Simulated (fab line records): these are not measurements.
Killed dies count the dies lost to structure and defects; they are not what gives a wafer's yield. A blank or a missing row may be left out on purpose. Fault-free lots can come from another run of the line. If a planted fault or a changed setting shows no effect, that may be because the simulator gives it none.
What tool caused it? / flow nand_harc / 15 lots with 42 wafers sampled at 2 steps, on a route of 1302 steps

## WHAT EACH GAUGE READ, for each wafer
NHARC_A_ONON_D1_THK_MEAS_08: measures by ellipsometry.
lot=L284; measured=day 8 06:30; on=film_metro-02; thk_nm (nm)=1015 1014 1013
lot=L285; measured=day 8 14:49; on=film_metro-01; thk_nm (nm)=1000 1001 1001
lot=L286; measured=day 9 01:57; on=film_metro-02; thk_nm (nm)=991 991 992
lot=L287; measured=day 9 02:05; on=film_metro-01; thk_nm (nm)=997 999 997
lot=L288; measured=day 9 18:26; on=film_metro-02; thk_nm (nm)=988 989 987
lot=L289; measured=day 10 11:05; on=film_metro-02; thk_nm (nm)=1006 1007 1007
lot=L290; measured=day 10 18:32; on=film_metro-02; thk_nm (nm)=1019 1016 1018
lot=L292; measured=day 11 17:38; on=film_metro-02; thk_nm (nm)=1002 1004 1001
lot=L293; measured=day 11 23:52; on=film_metro-02; thk_nm (nm)=999 998 999
lot=L294; measured=day 12 04:55; on=film_metro-02; thk_nm (nm)=996 994 994
lot=L295; measured=day 12 19:03; on=film_metro-01; thk_nm (nm)=998 999 998
lot=L298; measured=day 13 21:00; on=film_metro-01; thk_nm (nm)=995 994
lot=L301; measured=day 15 02:16; on=film_metro-01; thk_nm (nm)=988 987
lot=L300; measured=day 15 02:16; on=film_metro-02; thk_nm (nm)=1020 1020
lot=L305; measured=day 16 22:57; on=film_metro-01; thk_nm (nm)=998 998 999

NHARC_A_ONON_D1_THK_MEAS_34: measures by ellipsometry.
lot=L284; measured=day 8 19:45; on=film_metro-01; thk_nm (nm)=199 203 201
lot=L285; measured=day 9 02:47; on=film_metro-02; thk_nm (nm)=200 198 200
lot=L286; measured=day 9 13:26; on=film_metro-02; thk_nm (nm)=200 203 201
lot=L287; measured=day 9 13:29; on=film_metro-01; thk_nm (nm)=198 198 204
lot=L288; measured=day 10 06:07; on=film_metro-02; thk_nm (nm)=201 202 200
lot=L289; measured=day 10 23:45; on=film_metro-02; thk_nm (nm)=200 198 198
lot=L290; measured=day 11 08:03; on=film_metro-02; thk_nm (nm)=204 203 205
lot=L292; measured=day 12 05:18; on=film_metro-02; thk_nm (nm)=201 199 199
lot=L293; measured=day 12 11:56; on=film_metro-02; thk_nm (nm)=199 202 196
lot=L294; measured=day 12 16:44; on=film_metro-01; thk_nm (nm)=195 199 201
lot=L295; measured=day 13 07:11; on=film_metro-01; thk_nm (nm)=198 199 198
lot=L298; measured=day 14 08:42; on=film_metro-02; thk_nm (nm)=199 201
lot=L301; measured=day 15 14:49; on=film_metro-01; thk_nm (nm)=199 198
lot=L300; measured=day 15 14:50; on=film_metro-01; thk_nm (nm)=201 207
lot=L305; measured=day 17 10:34; on=film_metro-02; thk_nm (nm)=200 202 199

## TOOL THAT RAN EACH LOT (tool first, then ch and the chambers of the sampled wafers, then the start)
The record shows no process step preceding these readings.

## WHAT THE TOOLS THEMSELVES READ (means of the sampled wafers that have a number; where no wafer has one, the mark that the record gives instead)
The record holds no such reading with a usual standard deviation.

## THE ANSWER, worked out from the rows above alone
Rule: the lots themselves supply what counts as usual. The widest of any qualifying gaps counts: lots, ordered by their means at a reading, are off when they make up no more than a third of the lots, leave a main group of 4 or more, and stand apart from it by 3 or more times the standard deviation of that group's means. If all means in a main group match to the digits the tables above print for the reading, that group is not used. Also off: a lot with no number at a reading for which 4 or more lots have one. Where the step has rows for the other lots, those lots are counted as sound. Order of review: gauges by route order, followed by the tools' own readings, for which a lot's mean as printed above is used. The first step at which some lot is off is used, and at that step the reading that is off furthest; a lot without a number counts as furthest.
No lot is off on any of the readings shown, so nothing can be concluded from this.

## WHAT WAS PUT IN BY THE SIMULATOR
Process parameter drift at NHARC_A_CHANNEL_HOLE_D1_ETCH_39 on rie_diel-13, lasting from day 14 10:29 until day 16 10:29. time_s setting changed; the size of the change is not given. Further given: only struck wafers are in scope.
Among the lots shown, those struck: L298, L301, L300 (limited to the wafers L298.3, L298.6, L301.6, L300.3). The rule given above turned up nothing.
